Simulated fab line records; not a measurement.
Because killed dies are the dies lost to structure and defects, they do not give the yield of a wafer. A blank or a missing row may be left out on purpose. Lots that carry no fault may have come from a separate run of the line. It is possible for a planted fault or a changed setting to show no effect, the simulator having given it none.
Matching of chambers | flow nandHarc | NHARC_A_M1_DESCUM_14 on rieDiel-05 has 4 sister chambers
The step chemistry O2, time 3 s. 4 wafers are shown with their chamber, then 12 later ones without.

== EACH WAFER AND ITS CHAMBER ==
wafer  | chamber | drypumpMotorCurrentA (A)
L076.2 | 3       | 5.4
L089.2 | 2       | 5.9
L092.1 | 1       | 6.1
L092.6 | 0       | 6.1

== WAFERS WITHOUT THEIR CHAMBER ==
wafer  | drypumpMotorCurrentA (A)
L093.2 | 6.1
L093.3 | 5.9
L093.4 | 6.1
L097.1 | 5.9
L097.2 | 5.3
L097.3 | 6.1
L097.4 | 6.1
L097.5 | 6.1
L097.6 | 5.4
L094.1 | 6.1
L094.2 | 5.9
L094.5 | 5.4

== EACH ONE'S CHAMBER ==
wafer  | from the rows above     | in truth
L093.2 | can't be placed: 0 or 1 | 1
L093.3 | 2                       | 2
L093.4 | can't be placed: 0 or 1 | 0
L097.1 | 2                       | 2
L097.2 | 3                       | 3
L097.3 | can't be placed: 0 or 1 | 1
L097.4 | can't be placed: 0 or 1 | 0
L097.5 | can't be placed: 0 or 1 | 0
L097.6 | 3                       | 3
L094.1 | can't be placed: 0 or 1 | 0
L094.2 | 2                       | 2
L094.5 | 3                       | 3
Correct placement for 6 of the 12. Unplaceable from these rows: 6, with the true chamber sitting among the candidates in 6. Wrongly placed: 0.
How it was worked out, from the rows above alone: a wafer's distance from a chamber is the root of the sum, over the readings, of the square of ((its reading less the chamber's mean) divided by the reading's scatter). The wafer belongs to the nearest chamber; if the next one is less than 2 further off, it can't be placed. A chamber's mean is the mean of its shown wafers. The scatter: with one shown wafer a chamber, the root of the mean of the squares of how far each hidden wafer lies from its nearest shown one.
